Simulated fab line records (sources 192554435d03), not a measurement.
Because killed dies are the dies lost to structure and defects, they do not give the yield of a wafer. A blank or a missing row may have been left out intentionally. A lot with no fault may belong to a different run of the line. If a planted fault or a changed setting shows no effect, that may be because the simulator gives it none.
fab line records	flow n5-finfet
[record] lots = 3	wafers = 9	last-day = 17
route steps=1938 shown BEOL_M4@1021 PASSIVATION@1936
lots with no fault: from the same line, run without faults
start-h: the number of hours between the record's first day and the start of the first shown wafer of the lot	wait-h: how many hours have passed since the lot's step before this one	" repeats the value in the row above	L1.1+2: a single row standing in for several wafers	- value missing, or start not given	* or withheld: withheld	< > ~ a bound
route shown NAME@n: NAME is a module with steps in the file, n the number in the route of the first one	usual: average and standard deviation across the fault-free wafers	same: alike in all rows	chamber/n: place in a boat	sites: readings site by site	_std_site: the standard deviation of these	_edge_site: mean of outer sites minus mean of inner sites	radius-mm: how far each site lies from the wafer's centre	mask NAME#n: copy n	behind: tool/chamber where the wafer was last shaped	hold: the reason the lot was held/the length of the hold in hours/how it ended	device: transistor that didn't switch, given as n, p or np	end of line: the same wafers' tests at the end of the route	a step given without rows: its recipe and nothing more	killed: dies that structure and defects cost at the first sort, which is not the same as the wafer's yield	map: a wafer's dies, x killed, . not, _ none there
set.NAME: the setting the step ran with; set.NAME@STEP: the setting that earlier step ran with	model.NAME: the simulator's own value behind a step, which no gauge read
lots at selected steps of the route; one table per step, one row per wafer
services: the hour from which a tool's chamber was out of use, counted from the record's first day as start-h (under 0 if before that day), plus the number of hours and why
[[steps]]
[step N5_BEOL_M4_ILD_DEP_00]
[recipe] material = SiOC	target-thk-a = 790	temp-c = 350	precursor = DEMS/O2	pressure-torr = 5	rf-w = 500	time-s = 15.3
[step N5_BEOL_M4_PECVD_72]
[recipe] material = SiO2	target-thk-a = 160	temp-c = 400	precursor = TEOS/O2	pressure-torr = 5.5	rf-w = 450	teos-flow-sccm = 53.8	gas = O2	flow-sccm = 3000	time-s = 18
[step N5_BEOL_M4_HM_DEP_02]
[recipe] material = TiN	target-thk-a = 200	temp-c = 25	chamber-pressure-pa = 0.49996
[step N5_BEOL_M4_COAT_61]
[recipe] resist = SOC	temp-c = 250	time-s = 60	spin-rpm = 1500	resist-thk-nm = 60
[step N5_BEOL_M4_COAT_62]
[recipe] resist = SiARC	temp-c = 220	time-s = 60	spin-rpm = 1500	resist-thk-nm = 12
[step N5_BEOL_M4_COAT_73]
[recipe] resist = underlayer	temp-c = 205	time-s = 60	spin-rpm = 1500	resist-thk-nm = 5
[step N5_BEOL_M4_COAT_05]
[recipe] resist = CAR-EUV	spin-rpm = 1500	resist-thk-nm = 30
[step N5_BEOL_M4_EBR_07]
[recipe] solvent = PGMEA	ebr-width-mm = 1.5
[step N5_BEOL_M4_SOFTBAKE_06]
[recipe] temp-c = 110	time-s = 60	resist = CAR-EUV
[step N5_BEOL_M4_EXPOSE_08]
[recipe] mask-id = M4	na = 0.33	source-shape = dipole	sigma-inner = 0.369	sigma-outer = 0.767	polarization = unpolarized	dose-mj = 41.25
[usual] exposure-dose-mJ-cm2 = 41.6/0.54	stage-msd-nm = 0.847/0.018
lot.wafer	tool	chamber	start-h	wait-h	mask	exposure-dose-mJ-cm2	stage-msd-nm
L560.1	euv-scanner-02	0	226.92	-	M4#0	42.2	0.868
L560.2	"	0	"	"	M4#0	42.2	0.868
L560.4	"	0	"	"	M4#0	42.2	0.868
L565.1	euv-scanner-02	0	266.03	-	M4#0	34.2	0.863
L565.3	"	0	"	"	M4#0	34.3	0.867
L565.4	"	0	"	"	M4#0	34.3	0.868
L572.2	euv-scanner-01	0	301.45	-	M4#0	41.1	0.822
L572.5	"	0	"	"	M4#0	41.1	0.826
L572.6	"	0	"	"	M4#0	41.1	0.826
[step N5_BEOL_M4_PEB_09]
[recipe] peb-temp-c = 100	peb-time-s = 60	resist = CAR-EUV
[step N5_BEOL_M4_DEVELOP_10]
[recipe] develop-time-s = 30	developer = TMAH	resist = CAR-EUV	rinse-liquid = surfactant-rinse	dry = air-spin	dev-temp-c = 23
[step N5_BEOL_M4_CD_MEAS_11]
[recipe] target-cd-nm = 16.79	landing-energy-ev = 500	detector = se-inlens	polarity = opening
[usual] cd-nm = 16.73/0.25
[same] landing-energy-ev = 500
lot.wafer	tool	chamber	start-h	wait-h	cd-nm
L560.1	cd-sem-02	0	227.05	-	16.70
L560.2	"	0	"	"	16.17
L560.4	"	0	"	"	16.33
L565.1	cd-sem-02	0	266.16	-	11.64
L565.3	"	0	"	"	11.92
L565.4	"	0	"	"	11.35
L572.2	cd-sem-02	0	301.58	-	17.15
L572.5	"	0	"	"	16.95
L572.6	"	0	"	"	17.38
[step N5_BEOL_M4_DESCUM_16]
[recipe] chemistry = O2	time-s = 7	source-power-w = 50	bias-power-w = 20	pressure-mtorr = 20	rf-frequency-hz = 2.712e+07	temp-c = 40	resist = CAR-EUV	o2-flow-sccm = 225
[step N5_BEOL_M4_ETCH_74]
[recipe] chemistry = N2/H2	target = underlayer	target-depth-a = 65	mask-material = CAR-EUV	time-s = 5.2	ion-energy-ev = 200	pressure-mtorr = 30	source-w = 840	bias-w = 150	n2-flow-sccm = 200	h2-flow-sccm = 200	ends = cleared
[usual] chamber-pressure-mTorr = 30.00/0.04	drypump-motor-current-A = 5.7/0.47	etch-rf-on-time-s = 5.09/0.12	oes-product-au = 0.72/0.063	rf-vpp-V = 524.6/2.5	showerhead-plenum-p-Torr = 2.58/0.083	throttle-valve-pct = 17.76/0.26
lot.wafer	tool	chamber	start-h	wait-h	chamber-pressure-mTorr	drypump-motor-current-A	etch-rf-on-time-s	oes-product-au	rf-hours-counter-h	rf-vpp-V	showerhead-plenum-p-Torr	throttle-valve-pct	model.BEOL_M4.cd-offset-nm
L560.1	rie-diel-06	3	227.22	0.0	29.99	5.8	4.79	0.72	89	526.8	2.67	17.65	0
L560.2	"	0	"	"	30.03	6.1	5.28	0.70	72	527.9	2.70	17.52	-0.4
L560.4	"	1	"	"	30.03	6.1	5.15	0.66	121	520.0	2.43	17.71	-0.2
L565.1	rie-diel-03	3	266.32	0.0	29.99	5.6	5.15	0.69	83	524.5	2.58	17.79	-5.2
L565.3	"	2	"	"	30.00	5.5	5.03	0.73	66	528.5	2.70	18.17	-5
L565.4	"	1	"	"	30.02	5.7	4.99	0.75	45	527.6	2.68	17.54	-5.2
L572.2	rie-diel-06	1	301.74	0.0	29.97	6.1	5.09	0.65	145	519.6	2.42	17.78	0.2
L572.5	"	3	"	"	29.95	5.8	4.81	0.70	-	528.9	2.66	17.69	0.2
L572.6	"	2	"	"	29.98	5.1	5.05	0.70	-	524.5	2.58	17.61	0.4
[step N5_BEOL_M4_ETCH_63]
[recipe] chemistry = CF4	target = SiARC	target-depth-a = 156	mask-material = CAR-EUV	time-s = 26	ion-energy-ev = 80	pressure-mtorr = 40	source-w = 545	bias-w = 36	Ar_flow_sccm = 100	cf4-flow-sccm = 100	ends = cleared
[step N5_BEOL_M4_ETCH_64]
[recipe] chemistry = N2/H2	target = SOC	target-depth-a = 750	overetch-a = 225	mask-material = SiARC	temp-c = 40	time-s = 121.9	ion-energy-ev = 200	pressure-mtorr = 30	source-w = 840	bias-w = 150	n2-flow-sccm = 200	h2-flow-sccm = 200
[step N5_BEOL_M4_STRIP_65]
[recipe] chemistry = N2/H2	temp-c = 40	n2-flow-sccm = 200	h2-flow-sccm = 200	rf-frequency-hz = 6e+07
[step N5_BEOL_M4_STRIP_75]
[recipe] chemistry = N2/H2	temp-c = 40	n2-flow-sccm = 200	h2-flow-sccm = 200	rf-frequency-hz = 6e+07
[step N5_BEOL_M4_STRIP_66]
[recipe] chemistry = CF4	resist = SiARC	power-w = 300	bias-power-w = 75	pressure-mtorr = 50	cf4-flow-sccm = 150	rf-frequency-hz = 6e+07
[step N5_BEOL_M4_HM_OPEN_17]
[recipe] chemistry = Cl2/BCl3	target-depth-a = 200	overetch-a = 60	target = TiN	mask-material = SOC	ion-energy-ev = 150	pressure-mtorr = 10	icp-w = 1000	bias-w = 126	Cl2_flow_sccm = 53.25	bcl3-flow-sccm = 21.75	Ar_flow_sccm = 25
[usual] chamber-pressure-mTorr = 10.000/0.0088	drypump-motor-current-A = 5.6/0.3	oes-product-au = 0.62/0.06	throttle-valve-pct = 22.20/0.13
lot.wafer	tool	chamber	start-h	wait-h	chamber-pressure-mTorr	drypump-motor-current-A	oes-product-au	rf-hours-counter-h	throttle-valve-pct	model.BEOL_M4.cd-offset-nm
L560.1	rie-metal-03	0	227.44	0.0	10.004	5.7	0.64	59	22.11	0.4
L560.2	"	1	"	"	9.991	5.1	0.66	41	22.17	-0.8
L560.4	"	0	"	"	9.994	5.8	0.64	-	22.14	0.2
L565.1	rie-metal-03	0	266.54	0.0	10.000	5.8	0.62	62	22.16	-5.2
L565.3	"	1	"	"	9.986	5.1	0.65	-	22.17	-5
L565.4	"	0	"	"	10.000	5.7	0.62	-	22.14	-5
L572.2	rie-metal-01	1	301.96	0.0	9.996	5.7	0.78	5	22.27	0.6
L572.5	"	1	"	"	9.996	5.6	0.78	-	22.28	0.6
L572.6	"	0	"	"	10.019	6.0	0.58	-	22.23	-0.2
[step N5_BEOL_M4_STRIP_19]
[recipe] chemistry = O2	power-w = 400	temp-c = 40	pressure-mtorr = 30	rf-frequency-hz = 6e+07	bias-power-w = 0	overash-fraction = 0.2	o2-flow-sccm = 225
[step N5_BEOL_M4_CD_MEAS_18]
[recipe] pitch-nm = 36	target-cd-nm = 18
[usual] cd-nm = 17.9/0.4
lot.wafer	tool	chamber	start-h	wait-h	cd-nm
L560.1	cd-sem-03	-	227.62	0.0	18.0
L560.2	"	-	"	"	17.3
L560.4	"	-	"	"	18.1
L565.1	cd-sem-03	-	266.72	0.0	13.0
L565.3	"	-	"	"	13.5
L565.4	"	-	"	"	13.0
L572.2	cd-sem-02	-	302.14	0.1	18.6
L572.5	"	-	"	"	18.5
L572.6	"	-	"	"	17.7
[step N5_BEOL_M4_COAT_67]
[recipe] resist = SOC	temp-c = 250	time-s = 60	spin-rpm = 1500	resist-thk-nm = 60
[step N5_BEOL_M4_RC_MEAS_101]
[usual] DIBL_N = 36.3/1.6	DIBL_P = 36.2/2	IOFF_N = 0.160/0.028	IOFF_P = 0.21/0.036	ION_N = 677/11	ION_P = 465/6.9	SS_N = 71.5/0.55	SS_P = 73.3/0.64	VT_N = 250/3	VT_P = -250/3.5
lot.wafer	tool	chamber	start-h	wait-h	DIBL_N[mV/V]	DIBL_P[mV/V]	IOFF_N[nA/um]	IOFF_P[nA/um]	ION_N[uA/um]	ION_P[uA/um]	SS_N[mV/dec]	SS_P[mV/dec]	VT_N[mV]	VT_P[mV]
L560.1	prober-01	0	235.13	0.0	37.4	38.2	0.186	0.24	688	468	72.0	74.0	246	-251
L560.2	"	0	"	"	37.1	37.6	0.179	0.24	692	471	72.2	74.4	246	-248
L560.4	"	0	"	"	37.8	39.0	0.207	0.24	686	466	71.9	74.5	246	-249
L572.2	prober-02	0	309.64	0.2	35.1	34.3	0.134	0.17	679	462	70.7	73.3	251	-255
L572.5	"	0	"	"	35.7	35.7	0.144	0.18	665	452	71.8	73.6	251	-252
L572.6	"	0	"	"	35.9	36.2	0.152	0.18	683	460	71.4	73.5	249	-254
[step N5_PASSIVATION_PROBE_49]
[usual] defect-limited-yield = 91.2/1.5	killed_at_M0_to_M3 = 36/10	killed_at_M4_up = 13/6	killed-at-contacts = 11/5.2	killed-at-front-end = 40/11	killed-at-other = 3.1/2.9	killed-dies = 104/17	killed-on-rim = 14/3.6	killed-open = 66/12	killed-short = 34/7.7	sort_bin_5_function = 5.1/0.91	sort_bin_6_memory = 3.2/0.67	sort-n-pass = 1076/17	sort-yield-pct = 91.2/1.5
[same] gross-dies = 1180	killed-at-back-side = 0	sort_bin_4_leakage[%] = 0	sort_bin_8_speed[%] = 0
lot.wafer	tool	chamber	start-h	wait-h	defect-limited-yield[%]	killed_at_M0_to_M3	killed_at_M4_up	killed-at-contacts	killed-at-front-end	killed-at-other	killed-dies	killed-on-rim	killed-open	killed-short	sort_bin_5_function[%]	sort_bin_6_memory[%]	sort-n-pass	sort-yield-pct[%]
L560.2	prober-02	-	344.56	0.1	91.1	30	7	20	46	2	105	18	63	31	4.9	2.7	1075	91.1
L565.1	prober-01	-	380.15	0.0	0	43	1086	13	36	2	1180	152	73	29	5.3	3.3	0	0
L565.3	prober-01	-	380.25	0.1	0	41	1075	12	51	1	1180	152	78	35	5.8	3.5	0	0
L565.4	prober-01	-	380.30	0.2	0	53	1070	17	38	2	1180	152	74	41	4.8	4.4	0	0
// killed by level:class
L560.2 STI_FIN_REVEAL:geometric-particle:open=15 MOL_CONTACT_COAG:geometric-particle:open=14 HKMG_FIN:area-etch=9 BEOL_M0_SAQP:geometric-particle:open=8 FIN_SAQP:geometric-particle:short=6 MOL_CONTACT_COAG:geometric-particle:short=6 BEOL_M0_SAQP:geometric-particle:short=6 BEOL_M4:geometric-particle:open=6
L565.1 BEOL_M4:area-expose=1077 BEOL_M0_SAQP:geometric-particle:short=12 MOL_CONTACT_COAG:geometric-particle:open=11 BEOL_M3:geometric-particle:open=9 BEOL_M0_SAQP:geometric-particle:open=8 STI_FIN_REVEAL:geometric-particle:open=7 BEOL_M2:geometric-particle:open=7 FIN_SAQP:geometric-particle:short=5
L565.3 BEOL_M4:area-expose=1067 BEOL_M0_SAQP:geometric-particle:short=13 STI_FIN_REVEAL:geometric-particle:open=12 FIN_SAQP:geometric-particle:open=10 MOL_CONTACT_COAG:geometric-particle:open=10 BEOL_M0_SAQP:geometric-particle:open=7 DUMMY_GATE:geometric-particle:open=6 BEOL_M1:geometric-particle:open=5
L565.4 BEOL_M4:area-expose=1059 BEOL_M0_SAQP:geometric-particle:short=16 MOL_CONTACT_COAG:geometric-particle:open=12 BEOL_M0_SAQP:geometric-particle:open=12 STI_FIN_REVEAL:geometric-particle:open=10 FIN_SAQP:geometric-particle:short=6 BEOL_M1:geometric-particle:open=6 BEOL_M3:geometric-particle:open=6
// map L565.1 (x killed, . not)
_________________xxxxxxxxxxxx________________
______________xxxxxxxxxxxxxxxxxx_____________
___________xxxxxxxxxxxxxxxxxxxxxxxx__________
__________xxxxxxxxxxxxxxxxxxxxxxxxxx_________
________xxxxxxxxxxxxxxxxxxxxxxxxxxxxxx_______
_______xxxxxxxxxxxxxxxxxxxxxxxxxxxxxxxx______
______xxxxxxxxxxxxxxxxxxxxxxxxxxxxxxxxxx_____
_____xxxxxxxxxxxxxxxxxxxxxxxxxxxxxxxxxxxx____
____xxxxxxxxxxxxxxxxxxxxxxxxxxxxxxxxxxxxxx___
___xxxxxxxxxxxxxxxxxxxxxxxxxxxxxxxxxxxxxxxx__
___xxxxxxxxxxxxxxxxxxxxxxxxxxxxxxxxxxxxxxxx__
__xxxxxxxxxxxxxxxxxxxxxxxxxxxxxxxxxxxxxxxxxx_
__xxxxxxxxxxxxxxxxxxxxxxxxxxxxxxxxxxxxxxxxxx_
_xxxxxxxxxxxxxxxxxxxxxxxxxxxxxxxxxxxxxxxxxxxx
_xxxxxxxxxxxxxxxxxxxxxxxxxxxxxxxxxxxxxxxxxxxx
_xxxxxxxxxxxxxxxxxxxxxxxxxxxxxxxxxxxxxxxxxxxx
_xxxxxxxxxxxxxxxxxxxxxxxxxxxxxxxxxxxxxxxxxxxx
_xxxxxxxxxxxxxxxxxxxxxxxxxxxxxxxxxxxxxxxxxxxx
_xxxxxxxxxxxxxxxxxxxxxxxxxxxxxxxxxxxxxxxxxxxx
_xxxxxxxxxxxxxxxxxxxxxxxxxxxxxxxxxxxxxxxxxxxx
_xxxxxxxxxxxxxxxxxxxxxxxxxxxxxxxxxxxxxxxxxxxx
__xxxxxxxxxxxxxxxxxxxxxxxxxxxxxxxxxxxxxxxxxx_
__xxxxxxxxxxxxxxxxxxxxxxxxxxxxxxxxxxxxxxxxxx_
___xxxxxxxxxxxxxxxxxxxxxxxxxxxxxxxxxxxxxxxx__
___xxxxxxxxxxxxxxxxxxxxxxxxxxxxxxxxxxxxxxxx__
____xxxxxxxxxxxxxxxxxxxxxxxxxxxxxxxxxxxxxx___
_____xxxxxxxxxxxxxxxxxxxxxxxxxxxxxxxxxxxx____
______xxxxxxxxxxxxxxxxxxxxxxxxxxxxxxxxxx_____
_______xxxxxxxxxxxxxxxxxxxxxxxxxxxxxxxx______
________xxxxxxxxxxxxxxxxxxxxxxxxxxxxxx_______
__________xxxxxxxxxxxxxxxxxxxxxxxxxx_________
___________xxxxxxxxxxxxxxxxxxxxxxxx__________
______________xxxxxxxxxxxxxxxxxx_____________
_________________xxxxxxxxxxxx________________
// map L560.1 (x killed, . not)
_________________..x.........________________
______________.....x........x..._____________
___________............x...x......x__________
__________...........x......x......._________
________......x......................._______
_______................x..........x....______
______...........x........xx...x........_____
_____....x...xx......................x...____
____...........x..........................___
___.............xx..........x..xxx..x..x...__
___....x......x........x...........x.......__
__.x............x..........................._
__...x.x.......x.........x......x..x........_
_...................x................xxxx.x..
_....x..x............xx...x....x.............
_.....x...........x.................x....xx..
_...x.x.x.........x....................x.....
_..x.............x.....x....x...............x
_...............x..................x.........
_......x.......x....................x.x......
_................x........x..................
__..........x........x......x...x.x..x......_
__...................................x......_
___....x............................x......__
___..x........................x.......x....__
____..............xxx...........x.........___
_____.......x..........x........x........____
______.............x.x...........x......_____
_______..x..........x.x....x...x.......______
________....................x........._______
__________.x....xx.....xx..........._________
___________..............x.....x...__________
______________.........x........_____________
_________________.....xx.....________________
[[services]]
tool	chamber	start-h	hours	kind
rie-diel-03	-	207.12	0.4	repair
euv-scanner-01	-	207.38	1.3	repair
rie-metal-01	1	228.29	-	clean
rie-metal-01	1	228.29	16.9	scheduled-down
rie-metal-01	1	228.29	16.9	vent-cycle
euv-scanner-01	-	231.55	18.0	repair
euv-scanner-02	-	239.55	0.3	repair
rie-metal-03	-	239.70	0.5	repair
rie-diel-03	2	246.73	2.6	repair
euv-scanner-02	-	249.51	1.0	pm
euv-scanner-01	-	253.01	1.0	pm
euv-scanner-01	-	254.02	4.6	pm
rie-metal-01	-	255.61	1.0	repair
euv-scanner-02	-	259.53	1.8	repair
euv-scanner-01	-	290.26	5.8	pm
euv-scanner-02	-	296.07	1.0	pm
[[key]]
[first-sign] step = N5_BEOL_M4_EXPOSE_08	reading = exposure-dose-mJ-cm2	direction = down	sigmas = 14	usual = 41.6	struck = 34.3
[effect] step = N5_BEOL_M4_CD_MEAS_11	reading = cd-nm	direction = down	sigmas = 20	usual = 16.73	struck = 11.63
[effect] step = N5_BEOL_M4_CD_MEAS_18	reading = cd-nm	direction = down	sigmas = 12	usual = 17.9	struck = 13.2
[effect] step = N5_PASSIVATION_PROBE_49	reading = killed_at_M4_up	direction = up	sigmas = 99+	usual = 13	struck = 1077
[model-effect] step = N5_BEOL_M4_ETCH_74	value = BEOL_M4.cd-offset-nm	without = -0.06667	struck = -5.133
[model-effect] step = N5_BEOL_M4_HM_OPEN_17	value = BEOL_M4.cd-offset-nm	without = 0.06667	struck = -5.067
[more-kills-born-at] N5_BEOL_M4_EXPOSE_08@euv-scanner-02 = 3202
met-at N5_BEOL_M4_EXPOSE_08
struck-wafers L565.1,L565.3,L565.4
later-rows-left-out L565.1,L565.3,L565.4
onset-between 226.92 266.03
[fault] kind = process-parameter-drift	tool = euv-scanner-02	chamber = -	onset-h = 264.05	steps = N5_BEOL_M4_EXPOSE_08	channel = dose-mj	offset = -7.9873	shape = step	acts-in = these-recipes-only	stated = 41.25
// later-rows-left-out: the simulator's readings of these wafers behind a module that went badly wrong aren't trusted and aren't shown, but for the sort
